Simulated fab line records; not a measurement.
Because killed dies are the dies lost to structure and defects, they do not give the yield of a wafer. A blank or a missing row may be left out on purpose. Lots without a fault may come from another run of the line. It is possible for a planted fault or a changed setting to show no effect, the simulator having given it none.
One fault seen from 2 desks    flow n5-finfet    numbers are kept per desk, each desk with only its own; the story behind them comes last

## AT THE TOOL OWNER'S DESK: rie-diel-03
The tool's own readings at N5_BEOL_M13_ETCH_59 (etches BARC in N2/H2, target depth 89 nm, overetch 26.7 nm, time 67.9 s): means of the sampled wafers that have a number, for each lot that ran on this tool. A lot is out of limits, marked OUT, if its mean lies more than 4 standard deviations from the usual mean; the brackets give that distance.
Columns: A = drypump-motor-current-A at N5_BEOL_M13_ETCH_59, usual 5.9 A; B = oes-product-au at N5_BEOL_M13_ETCH_59, usual 0.68 a.u.; C = rf-vpp-V at N5_BEOL_M13_ETCH_59, usual 524.3 V; D = showerhead-plenum-p-Torr at N5_BEOL_M13_ETCH_59, usual 2.56 Torr; E = throttle-valve-pct at N5_BEOL_M13_ETCH_59, usual 17.77 %
lot   first seen here  A    B     C      D     E
L659  day 12 06:43     6.5  0.68  524.8  2.59  17.85
L660  day 12 23:11     6.1  0.65  523.7  2.55  17.75
L666  day 15 05:12     5.5  0.61  523.4  2.53  17.80
L674  day 17 01:43     5.6  0.60  524.8  2.55  18.01
L675  day 18 02:27     5.6  0.59  524.4  2.55  18.03
Result from this desk: across the 5 lots, nothing is out of limits.

## METROLOGY DESK
Means of the sampled wafers that have a number, per lot and without regard to the tool the lot ran on: this is what the gauges read. A lot is out of limits, marked OUT, if its mean lies more than 4 standard deviations from the usual mean; the brackets give that distance.
Columns: A = cd-nm at N5_BEOL_M13_CD_MEAS_17, usual 190.3 nm
lot   first seen here  A
L658  day 12 06:42     191.0
L659  day 12 07:13     191.1
L660  day 12 23:41     192.2
L662  day 13 06:55     190.8
L663  day 13 15:23     189.4
L666  day 15 05:42     190.9
L674  day 17 02:13     198.0 (+4.3) OUT
L675  day 18 02:56     202.2 (+6.6) OUT
L677  day 18 03:37     189.4
Finding of this desk: L674, L675 out of limits; the first was L674 at day 17 02:13, on cd-nm at N5_BEOL_M13_CD_MEAS_17. L658, L659, L660, L662, L663, L666, L677 stayed within limits.

## PUT TOGETHER
An alarm was possible from the metrology desk at day 17 02:13, on L674, L675.
Nothing out of limits was seen by the tool owner's desk.
The tool owner's desk has L674, L675 on record, within its limits.
Of the lots named, all ran N5_BEOL_M13_ETCH_59 on rie-diel-03.

## WHAT THE SIMULATOR HAD PUT IN
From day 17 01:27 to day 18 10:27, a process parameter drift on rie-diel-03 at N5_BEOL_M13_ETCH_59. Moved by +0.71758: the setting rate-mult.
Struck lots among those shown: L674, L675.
Time in hours between the start of the fault and the first out-of-limits reading at each desk: metrology desk, 1.
